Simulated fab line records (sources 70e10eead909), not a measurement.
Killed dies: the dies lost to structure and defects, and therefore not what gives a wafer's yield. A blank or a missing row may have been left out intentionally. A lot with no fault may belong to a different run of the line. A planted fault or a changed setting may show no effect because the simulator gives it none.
Chamber matching :: flow nand_harc :: 4 sister chambers for NHARC_P_CONTACT_STRIP_28 on rie_diel-10
The step strips in O2. 4 wafers are shown with their chamber, then 12 later ones without.

WAFERS, EACH WITH ITS CHAMBER
wafer: L089.2
chamber: 1
drypump_motor_current_A (A): 6.5

wafer: L089.3
chamber: 0
drypump_motor_current_A (A): 5.7

wafer: L090.5
chamber: 3
drypump_motor_current_A (A): 6.3

wafer: L090.6
chamber: 2
drypump_motor_current_A (A): 5.8

WAFERS MISSING THEIR CHAMBER
wafer: L091.2
drypump_motor_current_A (A): 5.8

wafer: L091.4
drypump_motor_current_A (A): 5.7

wafer: L091.5
drypump_motor_current_A (A): 5.7

wafer: L094.2
drypump_motor_current_A (A): 6.2

wafer: L094.4
drypump_motor_current_A (A): 5.8

wafer: L094.5
drypump_motor_current_A (A): 5.6

wafer: L093.2
drypump_motor_current_A (A): 5.7

wafer: L093.4
drypump_motor_current_A (A): 5.8

wafer: L093.6
drypump_motor_current_A (A): 5.9

wafer: L095.1
drypump_motor_current_A (A): 5.9

wafer: L095.2
drypump_motor_current_A (A): 6.5

wafer: L095.5
drypump_motor_current_A (A): 5.7

THE CHAMBER EACH PASSED THROUGH
wafer: L091.2
from the rows above: can't be placed: 2 or 0
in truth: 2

wafer: L091.4
from the rows above: can't be placed: 0 or 2
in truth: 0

wafer: L091.5
from the rows above: can't be placed: 0 or 2
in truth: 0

wafer: L094.2
from the rows above: 3
in truth: 3

wafer: L094.4
from the rows above: can't be placed: 2 or 0
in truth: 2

wafer: L094.5
from the rows above: can't be placed: 0 or 2
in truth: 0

wafer: L093.2
from the rows above: can't be placed: 0 or 2
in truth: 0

wafer: L093.4
from the rows above: can't be placed: 2 or 0
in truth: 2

wafer: L093.6
from the rows above: can't be placed: 2 or 0
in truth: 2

wafer: L095.1
from the rows above: can't be placed: 2 or 0
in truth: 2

wafer: L095.2
from the rows above: 1
in truth: 1

wafer: L095.5
from the rows above: can't be placed: 0 or 2
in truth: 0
2 of 12 placed correctly. These rows do not allow placing 10 (true chamber among the candidates in 10). Wrongly placed: 0.
How it was worked out, from the rows above alone: a wafer's distance from a chamber is the root of the sum, over the readings, of the square of ((its reading less the chamber's mean) divided by the reading's scatter). The wafer belongs to the nearest chamber; if the next one is less than 2 further off, it can't be placed. A chamber's mean is the mean of its shown wafers. The scatter: with one shown wafer a chamber, the root of the mean of the squares of how far each hidden wafer lies from its nearest shown one.
